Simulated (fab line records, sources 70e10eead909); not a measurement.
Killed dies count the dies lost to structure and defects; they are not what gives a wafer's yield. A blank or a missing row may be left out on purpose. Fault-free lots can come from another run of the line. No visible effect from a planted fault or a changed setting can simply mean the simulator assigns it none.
Chamber matching -- flow nandHarc -- NHARC_A_STAIRCASE_ALD_420 on aldHk-03 has 4 sister chambers
The step deposits SiO2, target thk 20 nm, pulse time 6 s, ald cycles 200. 8 wafers are shown with their chamber, then 8 later ones without.

== EACH WAFER AND ITS CHAMBER ==
wafer,chamber,heaterPowerW (W),precursorPulseHeightRel
L079.4,2,456,0.984
L082.6,2,463,1.031
L086.2,0,438,0.995
L086.6,3,554,0.975
L089.2,1,455,1.022
L089.3,0,433,1.031
L089.4,3,548,1.008
L093.1,1,457,1.038

== WAFERS MISSING THEIR CHAMBER ==
wafer,heaterPowerW (W),precursorPulseHeightRel
L093.4,465,1.009
L093.5,457,1.032
L096.3,567,1.001
L096.4,432,0.987
L096.5,567,1.022
L096.1,438,0.991
L096.2,452,0.980
L096.6,438,1.006

== WHICH CHAMBER EACH ONE RAN IN ==
wafer,from the rows above,in truth
L093.4,can't be placed: 2 or 1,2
L093.5,can't be placed: 1 or 2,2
L096.3,3,3
L096.4,0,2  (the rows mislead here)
L096.5,3,3
L096.1,0,0
L096.2,can't be placed: 2 or 1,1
L096.6,0,0
Placed correctly: 4 of 8. Not placeable from these rows: 3 (in 3, the candidates include the true chamber). 1 placed wrongly.
How it was worked out, from the rows above alone: a wafer's distance from a chamber is the root of the sum, over the readings, of the square of ((its reading less the chamber's mean) divided by the reading's scatter). If the next closest chamber is less than 2 further off than the closest, the wafer can't be placed; otherwise it belongs to the closest. The mean given for a chamber averages the wafers shown for that chamber. The scatter is the square root of a quotient: the sum, over the shown wafers, of each reading's squared deviation from its chamber's mean, divided by wafers minus chambers.
